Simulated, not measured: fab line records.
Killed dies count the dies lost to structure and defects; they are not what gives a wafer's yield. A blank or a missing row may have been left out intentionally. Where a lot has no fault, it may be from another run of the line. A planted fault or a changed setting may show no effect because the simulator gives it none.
fab line records | flow n5_finfet | part 1 of 2: steps 1 to 4 of 6
record: lots: 18 | wafers: 54 | last_day: 19
route steps=1938 shown BEOL_M0_SAQP@692 BEOL_M0_CUTY@712 BEOL_M0@717 BEOL_M1@768
lots with no fault: from the same line, run without faults
start_h: hours from the record's opening day to when the first of the lot's shown wafers began | wait_h: time in hours since the lot's previous step | " unchanged from the row above | L1.1+2: several wafers, shown together as one row | - no value, or no start given | * or withheld: withheld | < > ~ a bound
route shown NAME@n: names a module that has steps shown in the file, with the first one's number in the route | usual: average and standard deviation across the fault-free wafers | same: alike in all rows | chamber/n: place in a boat | sites: each site's reading | _std_site: the standard deviation of these | _edge_site: outer sites' mean less inner sites' | radius_mm: how far each site lies from the wafer's centre | mask NAME#n: copy n | behind: the most recent tool/chamber to have shaped the wafer | hold: why the lot was held/for how many hours/how that ended | device: whichever transistor did not switch (one of n, p or np) | end of line: the tests these same wafers got at the end of their route | where a step has no rows: the recipe by itself | killed: dies lost to structure and defects at the first sort, not the wafer's yield | map: per-die view of a wafer (x killed, . not killed, _ where there is no die)
set.NAME: the setting that was run; set.NAME@STEP: the one run at that earlier step | model.NAME: the simulator's own value behind a step, which no gauge read
steps of the route over a sample of lots; a table a step, a row a wafer
services: from which hour (start_h, from the record's first day; less than 0 if before it) a tool's chamber was out of use, for how many hours, and why
== steps ==
step: N5_BEOL_M0_SAQP_DESCUM_45
recipe: chemistry: O2 | time_s: 7 | source_power_w: 50 | bias_power_w: 20 | pressure_mtorr: 20 | rf_frequency_hz: 2.712e+07 | temp_c: 40 | resist: CAR-EUV | o2_flow_sccm: 225
usual: drypump_motor_current_A: 5.74/0.26 | oes_product_au: 0.79/0.082 | rf_vpp_V: 242.8/1.4 | showerhead_plenum_p_Torr: 2.06/0.072 | throttle_valve_pct: 20.42/0.15
lot.wafer | tool        | chamber | start_h | wait_h | drypump_motor_current_A | oes_product_au | rf_hours_counter_h | rf_vpp_V | showerhead_plenum_p_Torr | throttle_valve_pct
L074.2    | rie_diel-06 | 2       | 113.50  | 0.1    | 5.31                    | 0.69           | 236                | 241.8    | 2.00                     | 20.87
L074.3    | "           | 1       | "       | "      | 5.65                    | 0.76           | 147                | 240.1    | 2.03                     | 20.49
L074.5    | "           | 0       | "       | "      | 5.57                    | 0.90           | -                  | 243.5    | 2.05                     | 20.20
L075.3    | rie_diel-03 | 3       | 117.48  | 0.0    | 5.71                    | 0.78           | 149                | 242.5    | 2.00                     | 20.57
L075.4    | "           | 3       | "       | "      | 5.71                    | 0.78           | -                  | 241.1    | 2.00                     | 20.55
L075.6    | "           | 1       | "       | "      | 5.92                    | 0.78           | -                  | 242.7    | 2.09                     | 20.25
L077.3    | rie_diel-03 | 3       | 132.13  | 0.0    | 5.70                    | 0.77           | 155                | 242.1    | 2.00                     | 20.56
L077.4    | "           | 1       | "       | "      | 5.97                    | 0.77           | -                  | 243.7    | 2.08                     | 20.25
L077.5    | "           | 3       | "       | "      | 5.70                    | 0.78           | -                  | 243.3    | 2.00                     | 20.57
L079.1    | rie_diel-05 | 3       | 141.87  | 0.1    | 5.94                    | 0.83           | 57                 | 242.4    | 2.13                     | 20.61
L079.3    | "           | 0       | "       | "      | 5.50                    | 1.02           | 3                  | 244.5    | 2.12                     | 20.44
L079.6    | "           | 1       | "       | "      | 5.75                    | 0.75           | -                  | 244.8    | 2.19                     | 20.39
L080.1    | rie_diel-03 | 2       | 146.34  | 0.0    | 6.04                    | 0.70           | 189                | 240.6    | 1.99                     | 20.37
L080.2    | "           | 1       | "       | "      | 5.94                    | 0.77           | 130                | 245.2    | 2.08                     | 20.23
L080.6    | "           | 2       | "       | "      | 6.06                    | 0.70           | -                  | 242.2    | 1.99                     | 20.36
L083.2    | rie_diel-05 | 3       | 168.94  | 0.6    | 5.96                    | 0.83           | 64                 | 245.1    | 2.13                     | 20.63
L083.3    | "           | 1       | "       | "      | 5.77                    | 0.74           | 155                | 244.4    | 2.18                     | 20.43
L083.4    | "           | 0       | "       | "      | 5.51                    | 0.99           | 10                 | 242.8    | 2.11                     | 20.49
L084.4    | rie_diel-05 | 1       | 177.54  | 0.0    | 5.78                    | 0.73           | 158                | 243.9    | 2.18                     | 20.43
L084.5    | "           | 3       | "       | "      | 5.97                    | 0.83           | -                  | 243.4    | 2.13                     | 20.64
L084.6    | "           | 0       | "       | "      | 5.50                    | 0.98           | -                  | 243.3    | 2.11                     | 20.50
L085.3    | rie_diel-06 | 3       | 180.99  | 0.2    | 5.85                    | 0.78           | 135                | 240.4    | 2.00                     | 20.27
L085.4    | "           | 1       | "       | "      | 5.64                    | 0.75           | 167                | 242.3    | 2.02                     | 20.54
L085.5    | "           | 3       | "       | "      | 5.85                    | 0.78           | -                  | 242.3    | 2.00                     | 20.28
L087.3    | rie_diel-06 | 0       | 187.61  | 0.0    | 5.56                    | 0.86           | 38                 | 241.8    | 2.04                     | 20.21
L087.4    | "           | 3       | "       | "      | 5.84                    | 0.78           | -                  | 241.9    | 2.00                     | 20.29
L087.6    | "           | 1       | "       | "      | 5.65                    | 0.75           | -                  | 242.6    | 2.02                     | 20.55
L088.1    | rie_diel-03 | 0       | 199.03  | 1.0    | 6.38                    | 0.90           | 15                 | 242.4    | 2.07                     | 20.40
L088.3    | "           | 1       | "       | "      | 5.97                    | 0.75           | 146                | 243.3    | 2.08                     | 20.27
L088.4    | "           | 3       | "       | "      | 5.70                    | 0.76           | 178                | 242.0    | 1.99                     | 20.61
L089.1    | rie_diel-05 | 0       | 203.56  | 0.0    | 5.51                    | 0.95           | 22                 | 244.6    | 2.11                     | 20.49
L089.2    | "           | 1       | "       | "      | 5.75                    | 0.73           | 167                | 246.7    | 2.18                     | 20.40
L089.6    | "           | 1       | "       | "      | 5.76                    | 0.73           | -                  | 243.4    | 2.18                     | 20.44
L090.1    | rie_diel-06 | 0       | 207.85  | 0.4    | 5.57                    | 0.86           | 45                 | 242.2    | 2.04                     | 20.23
L090.2    | "           | 3       | "       | "      | 5.88                    | 0.76           | 143                | 243.0    | 1.99                     | 20.29
L090.4    | "           | 0       | "       | "      | 5.57                    | 0.86           | -                  | 243.3    | 2.04                     | 20.23
L091.4    | rie_diel-06 | 3       | 213.08  | 0.2    | 5.87                    | 0.77           | 145                | 241.6    | 1.99                     | 20.29
L091.5    | "           | 3       | "       | "      | 5.89                    | 0.77           | -                  | 240.7    | 1.99                     | 20.29
L091.6    | "           | 2       | "       | "      | 5.33                    | 0.98           | -                  | 245.4    | 2.26                     | 20.46
L092.1    | rie_diel-05 | 0       | 218.91  | 0.3    | 5.55                    | 0.93           | 28                 | 243.9    | 2.11                     | 20.52
L092.3    | "           | 3       | "       | "      | 5.97                    | 0.81           | 80                 | 242.7    | 2.13                     | 20.67
L092.4    | "           | 2       | "       | "      | 5.34                    | 0.73           | 205                | 242.9    | 2.04                     | 20.33
L093.1    | rie_diel-03 | 0       | 225.86  | 0.0    | 6.39                    | 0.88           | 24                 | 243.1    | 2.06                     | 20.41
L093.2    | "           | 1       | "       | "      | 5.98                    | 0.74           | 156                | 242.0    | 2.07                     | 20.28
L093.5    | "           | 2       | "       | "      | 6.05                    | 0.69           | -                  | 241.4    | 1.98                     | 20.40
L094.1    | rie_diel-06 | 1       | 233.18  | 0.0    | 5.63                    | 0.73           | 182                | 242.4    | 2.02                     | 20.56
L094.3    | "           | 3       | "       | "      | 5.89                    | 0.76           | 149                | 242.2    | 1.99                     | 20.30
L094.5    | "           | 3       | "       | "      | 5.86                    | 0.77           | -                  | 242.3    | 1.99                     | 20.29
L096.3    | rie_diel-03 | 0       | 245.44  | 0.0    | 6.40                    | 0.87           | 30                 | 244.5    | 2.06                     | 20.42
L096.5    | "           | 2       | "       | "      | 6.08                    | 0.68           | -                  | 242.3    | 1.98                     | 20.43
L096.6    | "           | 3       | "       | "      | 5.69                    | 0.75           | -                  | 243.1    | 1.99                     | 20.60
L097.2    | rie_diel-06 | 0       | 256.42  | 0.1    | 5.55                    | 0.84           | 61                 | 242.8    | 2.04                     | 20.28
L097.3    | "           | 3       | "       | "      | 5.85                    | 0.77           | 158                | 240.3    | 1.99                     | 20.33
L097.5    | "           | 2       | "       | "      | 5.34                    | 0.92           | -                  | 245.7    | 2.26                     | 20.48
step: N5_BEOL_M0_CUTY_ETCH_62
recipe: chemistry: CF4 | target: SiARC | mask_material: CAR-ArF-block | time_s: 58.5 | ion_energy_ev: 80 | pressure_mtorr: 40 | source_w: 545 | bias_w: 36 | Ar_flow_sccm: 100 | cf4_flow_sccm: 100 | ends: cleared
usual: drypump_motor_current_A: 5.6/0.44 | etch_rf_on_time_s: 58.6/1.9 | oes_product_au: 0.67/0.046 | rf_vpp_V: 184.0/1.2 | showerhead_plenum_p_Torr: 2.14/0.073 | throttle_valve_pct: 15.58/0.12
lot.wafer | tool        | chamber | start_h | wait_h | drypump_motor_current_A | etch_rf_on_time_s | oes_product_au | rf_hours_counter_h | rf_vpp_V | showerhead_plenum_p_Torr | throttle_valve_pct
L074.2    | rie_diel-01 | 0       | 114.92  | 0.0    | 6.2                     | 56.9              | 0.67           | 105                | 182.7    | 2.07                     | 15.70
L074.3    | "           | 1       | "       | "      | 5.8                     | 59.0              | 0.70           | 75                 | 183.2    | 2.09                     | 15.41
L074.5    | "           | 0       | "       | "      | 6.3                     | 57.4              | 0.67           | -                  | 182.6    | 2.07                     | 15.68
L075.3    | rie_diel-02 | 2       | 118.80  | 0.0    | 5.7                     | 62.5              | 0.66           | 79                 | 185.8    | 2.27                     | 15.53
L075.4    | "           | 0       | "       | "      | 6.1                     | 57.4              | 0.69           | 102                | 184.7    | 2.06                     | 15.58
L075.6    | "           | 0       | "       | "      | 6.1                     | 57.6              | 0.70           | -                  | 182.4    | 2.06                     | 15.58
L077.3    | rie_diel-04 | 3       | 133.79  | 0.0    | 5.6                     | 58.9              | 0.63           | 183                | 184.4    | 2.23                     | 15.70
L077.4    | "           | 1       | "       | "      | 5.8                     | 60.2              | 0.67           | 120                | 183.6    | 2.17                     | 15.55
L077.5    | "           | 2       | "       | "      | 4.7                     | 56.7              | 0.83           | -                  | 185.1    | 2.20                     | 15.58
L079.1    | rie_diel-01 | 0       | 143.17  | 0.0    | 6.2                     | 57.5              | 0.66           | 116                | 183.7    | 2.07                     | 15.72
L079.3    | "           | 2       | "       | "      | 5.6                     | 57.6              | 0.69           | 79                 | 184.7    | 2.15                     | 15.35
L079.6    | "           | 0       | "       | "      | 6.2                     | 57.6              | 0.67           | -                  | 182.6    | 2.07                     | 15.73
L080.1    | rie_diel-02 | 1       | 148.49  | 0.0    | 5.2                     | 58.2              | 0.66           | 114                | 185.4    | 2.15                     | 15.47
L080.2    | "           | 2       | "       | "      | 5.8                     | 63.6              | 0.65           | 89                 | 186.5    | 2.27                     | 15.52
L080.6    | "           | 2       | "       | "      | 5.8                     | 63.7              | 0.65           | -                  | 186.0    | 2.27                     | 15.54
L083.2    | rie_diel-01 | 1       | 170.37  | 0.0    | 5.7                     | 59.7              | 0.68           | 94                 | 183.9    | 2.09                     | 15.43
L083.3    | "           | 3       | "       | "      | 5.4                     | 57.8              | 0.66           | 127                | 183.5    | 2.08                     | 15.82
L083.4    | "           | 0       | "       | "      | 6.2                     | 56.7              | 0.66           | 123                | 183.5    | 2.06                     | 15.73
L084.4    | rie_diel-04 | 1       | 178.84  | 0.0    | 5.8                     | 60.4              | 0.66           | 132                | 183.3    | 2.17                     | 15.58
L084.5    | "           | 0       | "       | "      | 5.6                     | 56.7              | 0.60           | -                  | 181.5    | 2.01                     | 15.60
L084.6    | "           | 1       | "       | "      | 5.8                     | 60.0              | 0.66           | -                  | 184.2    | 2.17                     | 15.59
L085.3    | rie_diel-04 | 3       | 183.11  | 0.0    | 5.7                     | 58.8              | 0.62           | 196                | 186.3    | 2.22                     | 15.70
L085.4    | "           | 0       | "       | "      | 5.6                     | 56.6              | 0.60           | 240                | 183.1    | 2.01                     | 15.60
L085.5    | "           | 0       | "       | "      | 5.5                     | 56.8              | 0.60           | -                  | 181.8    | 2.01                     | 15.60
L087.3    | rie_diel-02 | 3       | 189.14  | 0.0    | 4.9                     | 57.9              | 0.73           | 50                 | 185.6    | 2.16                     | 15.53
L087.4    | "           | 0       | "       | "      | 6.1                     | 58.5              | 0.66           | 127                | 181.8    | 2.05                     | 15.64
L087.6    | "           | 3       | "       | "      | 4.9                     | 57.8              | 0.73           | -                  | 185.0    | 2.16                     | 15.53
L088.1    | rie_diel-02 | 2       | 200.50  | 0.0    | 5.8                     | 62.8              | 0.65           | 106                | 184.7    | 2.26                     | 15.57
L088.3    | "           | 0       | "       | "      | 6.1                     | 57.3              | 0.67           | 130                | 183.3    | 2.05                     | 15.63
L088.4    | "           | 1       | "       | "      | 5.2                     | 57.7              | 0.65           | 131                | 185.3    | 2.14                     | 15.51
L089.1    | rie_diel-02 | 2       | 204.99  | 0.0    | 5.8                     | 62.7              | 0.64           | 108                | 185.4    | 2.26                     | 15.58
L089.2    | "           | 3       | "       | "      | 4.9                     | 56.9              | 0.73           | 54                 | 183.4    | 2.16                     | 15.53
L089.6    | "           | 2       | "       | "      | 5.8                     | 62.6              | 0.63           | -                  | 185.2    | 2.26                     | 15.57
L090.1    | rie_diel-02 | 3       | 209.59  | 0.0    | 4.9                     | 57.5              | 0.72           | 56                 | 182.3    | 2.16                     | 15.54
L090.2    | "           | 2       | "       | "      | 5.8                     | 62.5              | 0.63           | 110                | 185.0    | 2.26                     | 15.58
L090.4    | "           | 1       | "       | "      | 5.2                     | 57.9              | 0.65           | 135                | 184.3    | 2.14                     | 15.51
L091.4    | rie_diel-02 | 3       | 214.54  | 0.0    | 4.8                     | 57.3              | 0.72           | 58                 | 184.3    | 2.16                     | 15.56
L091.5    | "           | 1       | "       | "      | 5.2                     | 58.4              | 0.64           | -                  | 183.7    | 2.14                     | 15.51
L091.6    | "           | 0       | "       | "      | 6.1                     | 57.7              | 0.67           | -                  | 182.9    | 2.05                     | 15.66
L092.1    | rie_diel-01 | 2       | 220.48  | 0.0    | 5.6                     | 58.4              | 0.68           | 103                | 183.7    | 2.14                     | 15.42
L092.3    | "           | 0       | "       | "      | 6.2                     | 56.8              | 0.64           | 140                | 182.8    | 2.06                     | 15.76
L092.4    | "           | 1       | "       | "      | 5.8                     | 59.8              | 0.66           | 110                | 183.8    | 2.08                     | 15.46
L093.1    | rie_diel-01 | 2       | 227.28  | 0.0    | 5.6                     | 57.8              | 0.67           | 105                | 184.2    | 2.14                     | 15.41
L093.2    | "           | 3       | "       | "      | 5.4                     | 58.5              | 0.63           | 146                | 183.2    | 2.07                     | 15.86
L093.5    | "           | 1       | "       | "      | 5.8                     | 59.5              | 0.66           | -                  | 183.4    | 2.08                     | 15.48
L094.1    | rie_diel-02 | 0       | 235.16  | 0.0    | 6.1                     | 57.1              | 0.67           | 143                | 181.1    | 2.05                     | 15.68
L094.3    | "           | 3       | "       | "      | 4.8                     | 56.4              | 0.71           | 66                 | 185.2    | 2.16                     | 15.57
L094.5    | "           | 2       | "       | "      | 5.8                     | 62.7              | 0.63           | -                  | 185.5    | 2.26                     | 15.60
L096.3    | rie_diel-02 | 1       | 246.77  | 0.0    | 5.2                     | 58.0              | 0.63           | 148                | 183.1    | 2.14                     | 15.53
L096.5    | "           | 3       | "       | "      | 4.9                     | 56.7              | 0.72           | -                  | 184.1    | 2.16                     | 15.57
L096.6    | "           | 2       | "       | "      | 5.8                     | 62.9              | 0.62           | -                  | 185.7    | 2.26                     | 15.60
L097.2    | rie_diel-01 | 1       | 258.13  | 0.0    | 5.8                     | 59.1              | 0.66           | 123                | 182.6    | 2.08                     | 15.49
L097.3    | "           | 2       | "       | "      | 5.6                     | 57.8              | 0.67           | 117                | 185.8    | 2.13                     | 15.44
L097.5    | "           | 2       | "       | "      | 5.6                     | 57.4              | 0.67           | -                  | 184.0    | 2.13                     | 15.44
step: N5_BEOL_M0_CUTY_ETCH_63
recipe: chemistry: N2/H2 | target: SOC | target_depth_a: 827 | overetch_a: 165 | mask_material: SiARC | temp_c: 40 | ion_energy_ev: 200 | time_s: 124 | pressure_mtorr: 30 | source_w: 840 | bias_w: 150 | n2_flow_sccm: 200 | h2_flow_sccm: 200
usual: drypump_motor_current_A: 5.6/0.44 | oes_product_au: 0.64/0.041 | rf_vpp_V: 523.7/2.4 | showerhead_plenum_p_Torr: 2.54/0.096 | throttle_valve_pct: 17.86/0.18
lot.wafer | tool        | chamber | start_h | wait_h | drypump_motor_current_A | oes_product_au | rf_hours_counter_h | rf_vpp_V | showerhead_plenum_p_Torr | throttle_valve_pct
L074.2    | rie_diel-01 | 0       | 114.97  | 0.0    | 6.3                     | 0.64           | 105                | 521.9    | 2.43                     | 17.75
L074.3    | "           | 1       | "       | "      | 5.8                     | 0.68           | 75                 | 523.4    | 2.44                     | 17.37
L074.5    | "           | 0       | "       | "      | 6.3                     | 0.64           | -                  | 520.9    | 2.43                     | 17.74
L075.3    | rie_diel-02 | 2       | 118.85  | 0.0    | 5.8                     | 0.67           | 79                 | 527.3    | 2.70                     | 17.92
L075.4    | "           | 0       | "       | "      | 6.1                     | 0.66           | 102                | 521.7    | 2.44                     | 17.75
L075.6    | "           | 0       | "       | "      | 6.1                     | 0.66           | -                  | 521.0    | 2.44                     | 17.75
L077.3    | rie_diel-04 | 3       | 133.84  | 0.0    | 5.6                     | 0.60           | 183                | 526.2    | 2.63                     | 17.88
L077.4    | "           | 1       | "       | "      | 5.8                     | 0.65           | 120                | 522.8    | 2.56                     | 17.70
L077.5    | "           | 2       | "       | "      | 4.7                     | 0.78           | -                  | 526.2    | 2.63                     | 18.04
L079.1    | rie_diel-01 | 0       | 143.21  | 0.0    | 6.2                     | 0.63           | 116                | 521.4    | 2.43                     | 17.76
L079.3    | "           | 2       | "       | "      | 5.6                     | 0.67           | 79                 | 524.7    | 2.57                     | 17.63
L079.6    | "           | 0       | "       | "      | 6.2                     | 0.62           | -                  | 520.1    | 2.43                     | 17.75
L080.1    | rie_diel-02 | 1       | 148.54  | 0.0    | 5.2                     | 0.63           | 114                | 523.7    | 2.56                     | 17.83
L080.2    | "           | 2       | "       | "      | 5.8                     | 0.65           | 89                 | 527.6    | 2.70                     | 17.93
L080.6    | "           | 2       | "       | "      | 5.8                     | 0.67           | -                  | 527.6    | 2.70                     | 17.93
L083.2    | rie_diel-01 | 1       | 170.41  | 0.0    | 5.8                     | 0.66           | 94                 | 522.1    | 2.44                     | 17.39
L083.3    | "           | 3       | "       | "      | 5.4                     | 0.62           | 127                | 521.3    | 2.47                     | 18.10
L083.4    | "           | 0       | "       | "      | 6.2                     | 0.62           | 123                | 522.1    | 2.42                     | 17.80
L084.4    | rie_diel-04 | 1       | 178.89  | 0.0    | 5.8                     | 0.65           | 132                | 524.0    | 2.55                     | 17.72
L084.5    | "           | 0       | "       | "      | 5.6                     | 0.56           | -                  | 518.4    | 2.42                     | 18.01
L084.6    | "           | 1       | "       | "      | 5.8                     | 0.64           | -                  | 525.1    | 2.55                     | 17.73
L085.3    | rie_diel-04 | 3       | 183.16  | 0.0    | 5.7                     | 0.58           | 196                | 525.6    | 2.63                     | 17.88
L085.4    | "           | 0       | "       | "      | 5.6                     | 0.57           | 241                | 521.6    | 2.42                     | 18.02
L085.5    | "           | 0       | "       | "      | 5.6                     | 0.57           | -                  | 518.8    | 2.42                     | 18.01
L087.3    | rie_diel-02 | 3       | 189.18  | 0.0    | 4.9                     | 0.69           | 50                 | 525.9    | 2.62                     | 17.99
L087.4    | "           | 0       | "       | "      | 6.2                     | 0.64           | 127                | 522.5    | 2.43                     | 17.80
L087.6    | "           | 3       | "       | "      | 4.9                     | 0.70           | -                  | 524.6    | 2.62                     | 17.99
L088.1    | rie_diel-02 | 2       | 200.55  | 0.0    | 5.8                     | 0.65           | 106                | 528.8    | 2.69                     | 17.96
L088.3    | "           | 0       | "       | "      | 6.1                     | 0.64           | 130                | 520.8    | 2.43                     | 17.81
L088.4    | "           | 1       | "       | "      | 5.2                     | 0.62           | 131                | 524.1    | 2.55                     | 17.86
L089.1    | rie_diel-02 | 2       | 205.03  | 0.0    | 5.8                     | 0.64           | 108                | 527.3    | 2.69                     | 17.96
L089.2    | "           | 3       | "       | "      | 4.9                     | 0.69           | 54                 | 524.4    | 2.62                     | 18.01
L089.6    | "           | 2       | "       | "      | 5.8                     | 0.64           | -                  | 528.0    | 2.69                     | 17.96
L090.1    | rie_diel-02 | 3       | 209.64  | 0.0    | 4.8                     | 0.69           | 56                 | 522.6    | 2.62                     | 18.01
L090.2    | "           | 2       | "       | "      | 5.8                     | 0.64           | 110                | 526.7    | 2.69                     | 17.97
L090.4    | "           | 1       | "       | "      | 5.2                     | 0.61           | 135                | 522.8    | 2.55                     | 17.85
L091.4    | rie_diel-02 | 3       | 214.58  | 0.0    | 4.9                     | 0.68           | 58                 | 524.3    | 2.62                     | 18.00
L091.5    | "           | 1       | "       | "      | 5.2                     | 0.62           | -                  | 525.0    | 2.55                     | 17.86
L091.6    | "           | 0       | "       | "      | 6.2                     | 0.63           | -                  | 520.6    | 2.42                     | 17.81
L092.1    | rie_diel-01 | 2       | 220.53  | 0.0    | 5.6                     | 0.64           | 103                | 524.8    | 2.56                     | 17.66
L092.3    | "           | 0       | "       | "      | 6.2                     | 0.60           | 141                | 521.1    | 2.42                     | 17.81
L092.4    | "           | 1       | "       | "      | 5.8                     | 0.65           | 110                | 520.7    | 2.43                     | 17.42
L093.1    | rie_diel-01 | 2       | 227.33  | 0.0    | 5.6                     | 0.63           | 105                | 524.4    | 2.56                     | 17.68
L093.2    | "           | 3       | "       | "      | 5.4                     | 0.61           | 146                | 521.1    | 2.46                     | 18.13
L093.5    | "           | 1       | "       | "      | 5.8                     | 0.64           | -                  | 521.2    | 2.43                     | 17.44
L094.1    | rie_diel-02 | 0       | 235.21  | 0.0    | 6.1                     | 0.63           | 143                | 521.0    | 2.42                     | 17.83
L094.3    | "           | 3       | "       | "      | 4.8                     | 0.68           | 66                 | 524.1    | 2.61                     | 18.02
L094.5    | "           | 2       | "       | "      | 5.8                     | 0.63           | -                  | 526.0    | 2.69                     | 17.98
L096.3    | rie_diel-02 | 1       | 246.82  | 0.0    | 5.2                     | 0.61           | 148                | 523.6    | 2.54                     | 17.88
L096.5    | "           | 3       | "       | "      | 4.9                     | 0.67           | -                  | 525.7    | 2.61                     | 18.03
L096.6    | "           | 2       | "       | "      | 5.8                     | 0.63           | -                  | 527.2    | 2.68                     | 18.00
L097.2    | rie_diel-01 | 1       | 258.18  | 0.0    | 5.8                     | 0.64           | 123                | 521.3    | 2.42                     | 17.45
L097.3    | "           | 2       | "       | "      | 5.6                     | 0.64           | 117                | 522.8    | 2.56                     | 17.70
L097.5    | "           | 2       | "       | "      | 5.6                     | 0.63           | -                  | 525.0    | 2.56                     | 17.70
step: N5_BEOL_M0_STRIP_140
recipe: chemistry: CF4 | resist: SiARC | power_w: 300 | bias_power_w: 75 | pressure_mtorr: 50 | cf4_flow_sccm: 150 | rf_frequency_hz: 6e+07
usual: drypump_motor_current_A: 5.5/0.43 | oes_product_au: 0.78/0.058 | rf_vpp_V: 271.2/1.5 | showerhead_plenum_p_Torr: 1.79/0.058 | throttle_valve_pct: 13.55/0.16
lot.wafer | tool        | chamber | start_h | wait_h | drypump_motor_current_A | oes_product_au | rf_hours_counter_h | rf_vpp_V | showerhead_plenum_p_Torr | throttle_valve_pct
L074.2    | rie_diel-04 | 3       | 115.42  | 0.2    | 5.7                     | 0.73           | 176                | 271.5    | 1.88                     | 13.69
L074.3    | "           | 1       | "       | "      | 5.7                     | 0.80           | 112                | 272.9    | 1.80                     | 13.43
L074.5    | "           | 0       | "       | "      | 5.6                     | 0.70           | -                  | 270.8    | 1.69                     | 13.60
L075.3    | rie_diel-02 | 3       | 121.83  | 0.1    | 4.9                     | 0.86           | 28                 | 273.5    | 1.82                     | 13.44
L075.4    | "           | 0       | "       | "      | 6.1                     | 0.80           | 103                | 270.3    | 1.74                     | 13.58
L075.6    | "           | 3       | "       | "      | 4.9                     | 0.88           | -                  | 271.0    | 1.82                     | 13.48
L077.3    | rie_diel-01 | 3       | 136.67  | 0.3    | 5.4                     | 0.77           | 115                | 268.7    | 1.75                     | 13.75
L077.4    | "           | 2       | "       | "      | 5.6                     | 0.81           | 76                 | 271.6    | 1.81                     | 13.39
L077.5    | "           | 3       | "       | "      | 5.4                     | 0.75           | -                  | 271.4    | 1.75                     | 13.75
L080.1    | rie_diel-04 | 1       | 151.03  | 0.1    | 5.8                     | 0.78           | 124                | 273.2    | 1.80                     | 13.47
L080.2    | "           | 2       | "       | "      | 4.7                     | 0.91           | 8                  | 270.5    | 1.83                     | 13.49
L080.6    | "           | 1       | "       | "      | 5.8                     | 0.77           | -                  | 271.4    | 1.80                     | 13.45
L079.1    | rie_diel-01 | 3       | 151.86  | 0.2    | 5.4                     | 0.75           | 122                | 270.9    | 1.74                     | 13.75
L079.3    | "           | 0       | "       | "      | 6.2                     | 0.76           | 118                | 267.9    | 1.75                     | 13.75
L079.6    | "           | 3       | "       | "      | 5.4                     | 0.75           | -                  | 270.7    | 1.74                     | 13.76
L083.2    | rie_diel-02 | 3       | 171.13  | 0.2    | 4.9                     | 0.84           | 44                 | 272.8    | 1.82                     | 13.48
L083.3    | "           | 1       | "       | "      | 5.2                     | 0.75           | 123                | 272.6    | 1.78                     | 13.41
L083.4    | "           | 0       | "       | "      | 6.1                     | 0.78           | 119                | 271.2    | 1.73                     | 13.64
L084.4    | rie_diel-04 | 2       | 179.86  | 0.1    | 4.8                     | 0.90           | 17                 | 273.4    | 1.83                     | 13.51
L084.5    | "           | 1       | "       | "      | 5.8                     | 0.77           | -                  | 270.9    | 1.80                     | 13.50
L084.6    | "           | 2       | "       | "      | 4.8                     | 0.89           | -                  | 271.3    | 1.83                     | 13.50
L085.3    | rie_diel-04 | 3       | 184.00  | 0.1    | 5.7                     | 0.71           | 197                | 272.0    | 1.87                     | 13.76
L085.4    | "           | 0       | "       | "      | 5.6                     | 0.69           | 241                | 272.6    | 1.69                     | 13.64
L085.5    | "           | 2       | "       | "      | 4.8                     | 0.89           | -                  | 271.1    | 1.83                     | 13.49
L087.3    | rie_diel-01 | 3       | 189.94  | 0.4    | 5.4                     | 0.74           | 135                | 271.9    | 1.74                     | 13.79
L087.4    | "           | 1       | "       | "      | 5.8                     | 0.79           | 101                | 269.3    | 1.74                     | 13.40
L087.6    | "           | 2       | "       | "      | 5.6                     | 0.78           | -                  | 271.5    | 1.80                     | 13.41
L088.1    | rie_diel-02 | 2       | 201.22  | 0.4    | 5.8                     | 0.77           | 107                | 273.8    | 1.89                     | 13.50
L088.3    | "           | 0       | "       | "      | 6.2                     | 0.76           | 130                | 268.8    | 1.73                     | 13.67
L088.4    | "           | 3       | "       | "      | 4.9                     | 0.84           | 53                 | 272.4    | 1.81                     | 13.50
L089.1    | rie_diel-02 | 3       | 207.77  | 0.3    | 4.9                     | 0.82           | 55                 | 270.5    | 1.82                     | 13.54
L089.2    | "           | 2       | "       | "      | 5.8                     | 0.77           | 109                | 273.3    | 1.89                     | 13.50
L089.6    | "           | 2       | "       | "      | 5.8                     | 0.76           | -                  | 274.5    | 1.89                     | 13.52
L090.1    | rie_diel-02 | 0       | 212.41  | 0.1    | 6.1                     | 0.77           | 134                | 269.7    | 1.73                     | 13.67
L090.2    | "           | 3       | "       | "      | 4.8                     | 0.83           | 57                 | 271.2    | 1.81                     | 13.51
L090.4    | "           | 2       | "       | "      | 5.8                     | 0.76           | 111                | 273.8    | 1.89                     | 13.48
L091.4    | rie_diel-01 | 0       | 215.12  | 0.1    | 6.2                     | 0.74           | 138                | 269.7    | 1.74                     | 13.81
L091.5    | "           | 0       | "       | "      | 6.2                     | 0.73           | -                  | 269.1    | 1.74                     | 13.79
L091.6    | "           | 1       | "       | "      | 5.8                     | 0.79           | -                  | 269.7    | 1.74                     | 13.39
L092.1    | rie_diel-02 | 3       | 224.00  | 0.3    | 4.9                     | 0.82           | 61                 | 271.3    | 1.81                     | 13.53
L092.3    | "           | 2       | "       | "      | 5.8                     | 0.77           | 116                | 271.9    | 1.89                     | 13.50
L092.4    | "           | 1       | "       | "      | 5.2                     | 0.73           | 140                | 271.2    | 1.77                     | 13.42
L093.1    | rie_diel-02 | 0       | 228.36  | 0.3    | 6.2                     | 0.76           | 140                | 271.3    | 1.73                     | 13.67
L093.2    | "           | 3       | "       | "      | 4.8                     | 0.81           | 63                 | 271.4    | 1.81                     | 13.53
L093.5    | "           | 2       | "       | "      | 5.8                     | 0.76           | -                  | 271.7    | 1.89                     | 13.50
L094.1    | rie_diel-04 | 0       | 238.93  | 0.3    | 5.5                     | 0.92           | 9                  | 273.1    | 1.89                     | 13.15
L094.3    | "           | 3       | "       | "      | 5.6                     | 0.70           | 221                | 271.7    | 1.86                     | 13.79
L094.5    | "           | 2       | "       | "      | 4.7                     | 0.86           | -                  | 273.8    | 1.82                     | 13.57
L096.3    | rie_diel-02 | 0       | 250.05  | 0.3    | 6.1                     | 0.76           | 148                | 272.1    | 1.72                     | 13.70
L096.5    | "           | 3       | "       | "      | 4.9                     | 0.80           | -                  | 270.1    | 1.81                     | 13.57
L096.6    | "           | 2       | "       | "      | 5.8                     | 0.76           | -                  | 272.1    | 1.89                     | 13.53
L097.2    | rie_diel-04 | 3       | 260.63  | 0.1    | 5.6                     | 0.70           | 230                | 272.6    | 1.86                     | 13.82
L097.3    | "           | 2       | "       | "      | 4.7                     | 0.84           | 50                 | 272.6    | 1.82                     | 13.61
L097.5    | "           | 0       | "       | "      | 5.6                     | 0.91           | -                  | 275.0    | 1.89                     | 13.16
